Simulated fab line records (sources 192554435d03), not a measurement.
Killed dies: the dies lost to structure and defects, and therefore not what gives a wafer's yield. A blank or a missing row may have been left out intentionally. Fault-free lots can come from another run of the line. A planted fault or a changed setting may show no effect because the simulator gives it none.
Matching of chambers ; flow n5Finfet ; N5_BEOL_M1_ETCHBACK_99 on rieDiel-02 has 4 sister chambers
The step etches SiO2 in CHF3, target depth 5 nm, time 10.4 s. 4 wafers are shown with their chamber, then 9 later ones without.

## WAFERS WITH THEIR CHAMBER
wafer;chamber;showerheadPlenumPTorr (Torr)
L075.2;0;1.99
L079.3;1;2.11
L086.4;2;2.13
L086.6;3;2.14

## WAFERS WITHOUT THEIR CHAMBER
wafer;showerheadPlenumPTorr (Torr)
L087.1;2.11
L087.2;2.14
L087.3;1.99
L089.4;2.11
L089.5;1.99
L089.6;2.14
L093.1;1.98
L093.4;2.13
L093.6;2.13

## EACH ONE'S CHAMBER
wafer;from the rows above;in truth
L087.1;1;1
L087.2;3;3
L087.3;0;0
L089.4;1;1
L089.5;0;0
L089.6;3;3
L093.1;0;0
L093.4;2;2
L093.6;2;2
Correct placement for 9 of the 9. From these rows, 0 cannot be placed. Placed wrongly: 0.
How it was worked out, from the rows above alone: a wafer's distance from a chamber is the root of the sum, over the readings, of the square of ((its reading less the chamber's mean) divided by the reading's scatter). The wafer belongs to the nearest chamber; if the next one is less than 2 further off, it can't be placed. The mean given for a chamber averages the wafers shown for that chamber. The scatter: root of mean squared gap, hidden wafer to nearest shown wafer, with one shown wafer a chamber.
